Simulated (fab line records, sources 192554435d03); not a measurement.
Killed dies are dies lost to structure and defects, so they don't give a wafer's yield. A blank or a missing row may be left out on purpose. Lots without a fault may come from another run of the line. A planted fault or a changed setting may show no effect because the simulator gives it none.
Chamber matching | flow n5_finfet | N5_BEOL_M0_SAQP_SPACER1_ETCHBACK_99 on rie_diel-03: 4 sister chambers
The step etches SiO2 in CHF3/O2, target depth 15.4 nm, time 7.7 s. 16 wafers are shown with their chamber, then 8 later ones without.

WAFERS WITH THEIR CHAMBER
wafer  | chamber | showerhead_plenum_p_Torr (Torr) | rf_vpp_V (V) | drypump_motor_current_A (A)
L074.4 | 0       | 2.53                            | 513          | 5.8
L074.5 | 3       | 2.47                            | 542          | 5.7
L074.6 | 0       | 2.53                            | 511          | 5.9
L078.3 | 2       | 2.30                            | 512          | 5.9
L078.4 | 0       | 2.53                            | 510          | 5.8
L078.5 | 2       | 2.30                            | 511          | 5.8
L080.1 | 2       | 2.30                            | 511          | 5.8
L080.3 | 3       | 2.47                            | 541          | 5.7
L080.4 | 0       | 2.53                            | 511          | 5.9
L087.4 | 2       | 2.29                            | 513          | 5.8
L087.5 | 2       | 2.29                            | 511          | 5.8
L087.6 | 1       | 2.36                            | 517          | 5.1
L088.1 | 3       | 2.46                            | 540          | 5.6
L088.2 | 0       | 2.52                            | 510          | 5.9
L088.6 | 0       | 2.52                            | 511          | 5.9
L090.2 | 0       | 2.52                            | 511          | 5.9

SIGNATURES (means of the wafers above)
reading                  | chamber 0 | chamber 1 | chamber 2 | chamber 3 | scatter within a chamber
showerhead_plenum_p_Torr | 2.5257    | 2.3600    | 2.2960    | 2.4667    | 0.00546
rf_vpp_V                 | 511.00    | 517.00    | 511.60    | 541.00    | 0.966
drypump_motor_current_A  | 5.871     | 5.100     | 5.820     | 5.667     | 0.0491
Rule: a wafer's distance from a chamber is the root of the sum, over the readings, of the square of ((its reading less the chamber's mean) divided by the reading's scatter). The wafer belongs to the nearest chamber; if the next one is less than 2 further off, it can't be placed. The scatter: the root of (the sum of the squares of (reading less its chamber's mean) over the shown wafers, divided by (wafers less chambers)).

WAFERS WITHOUT THEIR CHAMBER
wafer  | showerhead_plenum_p_Torr (Torr) | rf_vpp_V (V) | drypump_motor_current_A (A)
L090.3 | 2.46                            | 541          | 5.7
L090.4 | 2.35                            | 515          | 5.2
L094.1 | 2.29                            | 512          | 5.9
L094.2 | 2.46                            | 541          | 5.6
L094.5 | 2.46                            | 541          | 5.6
L097.2 | 2.52                            | 510          | 5.8
L097.3 | 2.46                            | 542          | 5.7
L097.4 | 2.52                            | 510          | 5.8

WHICH CHAMBER EACH WENT THROUGH
wafer  | from the rows above | in truth
L090.3 | 3                   | 3
L090.4 | 1                   | 1
L094.1 | 2                   | 2
L094.2 | 3                   | 3
L094.5 | 3                   | 3
L097.2 | 0                   | 0
L097.3 | 3                   | 3
L097.4 | 0                   | 0
Placed correctly: 8 of 8. Can't be placed from these rows: 0. Placed wrongly: 0.
